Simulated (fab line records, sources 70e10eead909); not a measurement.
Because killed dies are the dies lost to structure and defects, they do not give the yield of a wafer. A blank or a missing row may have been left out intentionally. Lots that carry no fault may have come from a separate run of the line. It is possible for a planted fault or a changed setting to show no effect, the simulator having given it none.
Chamber matching | flow nand_harc | 4 sister chambers for NHARC_P_GATE_STRIP_101 on rie_diel-02
The step strips in O2, time 20 s. 18 wafers are shown with their chamber, then 9 later ones without.

## WAFERS WITH THEIR CHAMBER
wafer  | chamber | showerhead_plenum_p_Torr (Torr) | drypump_motor_current_A (A) | rf_vpp_V (V)
L074.4 | 2       | 3.61                            | 6.1                         | 57.6
L074.5 | 1       | 3.70                            | 5.6                         | 60.0
L074.6 | 0       | 3.49                            | 5.1                         | 57.8
L076.2 | 0       | 3.49                            | 5.1                         | 57.0
L076.4 | 3       | 3.37                            | 5.6                         | 57.7
L076.6 | 3       | 3.37                            | 5.6                         | 57.7
L077.1 | 2       | 3.61                            | 6.1                         | 56.4
L077.4 | 0       | 3.49                            | 5.1                         | 59.4
L077.6 | 3       | 3.37                            | 5.6                         | 56.7
L078.2 | 0       | 3.49                            | 5.1                         | 56.4
L078.3 | 2       | 3.61                            | 6.1                         | 58.0
L078.4 | 3       | 3.37                            | 5.6                         | 57.2
L079.2 | 0       | 3.49                            | 5.1                         | 57.7
L079.4 | 2       | 3.61                            | 6.1                         | 56.8
L079.6 | 3       | 3.37                            | 5.7                         | 57.9
L083.2 | 0       | 3.48                            | 5.1                         | 56.9
L083.3 | 1       | 3.69                            | 5.6                         | 58.2
L083.4 | 2       | 3.61                            | 6.1                         | 56.8

SIGNATURES (means of the wafers above)
reading                  | chamber 0 | chamber 1 | chamber 2 | chamber 3 | scatter within a chamber
showerhead_plenum_p_Torr | 3.4883    | 3.6950    | 3.6100    | 3.3700    | 0.00309
drypump_motor_current_A  | 5.100     | 5.600     | 6.100     | 5.620     | 0.0239
rf_vpp_V                 | 57.533    | 59.100    | 57.120    | 57.440    | 0.839
Rule: a wafer lies at a distance from a chamber equal to the root of the sum of squares, over the readings, of (its reading less the chamber's mean, divided by the reading's scatter). The wafer belongs to the nearest chamber; if the next one is less than 2 further off, it can't be placed. The scatter: take each reading less its chamber's mean, square it, sum over the shown wafers, divide by the number of wafers less the number of chambers, and take the root.

## WAFERS WHOSE CHAMBER IS MISSING
wafer  | showerhead_plenum_p_Torr (Torr) | drypump_motor_current_A (A) | rf_vpp_V (V)
L091.2 | 3.36                            | 5.6                         | 57.9
L091.3 | 3.61                            | 6.1                         | 58.6
L091.4 | 3.69                            | 5.6                         | 58.1
L093.2 | 3.69                            | 5.6                         | 57.7
L093.3 | 3.61                            | 6.1                         | 58.0
L093.6 | 3.69                            | 5.6                         | 57.8
L097.2 | 3.60                            | 6.1                         | 60.0
L097.4 | 3.69                            | 5.6                         | 59.0
L097.5 | 3.36                            | 5.6                         | 56.4

## THE CHAMBER EACH PASSED THROUGH
wafer  | from the rows above | in truth
L091.2 | 3                   | 3
L091.3 | 2                   | 2
L091.4 | 1                   | 1
L093.2 | 1                   | 1
L093.3 | 2                   | 2
L093.6 | 1                   | 1
L097.2 | 2                   | 2
L097.4 | 1                   | 1
L097.5 | 3                   | 3
9 of 9 placed correctly. From these rows, 0 cannot be placed. Number placed wrongly: 0.
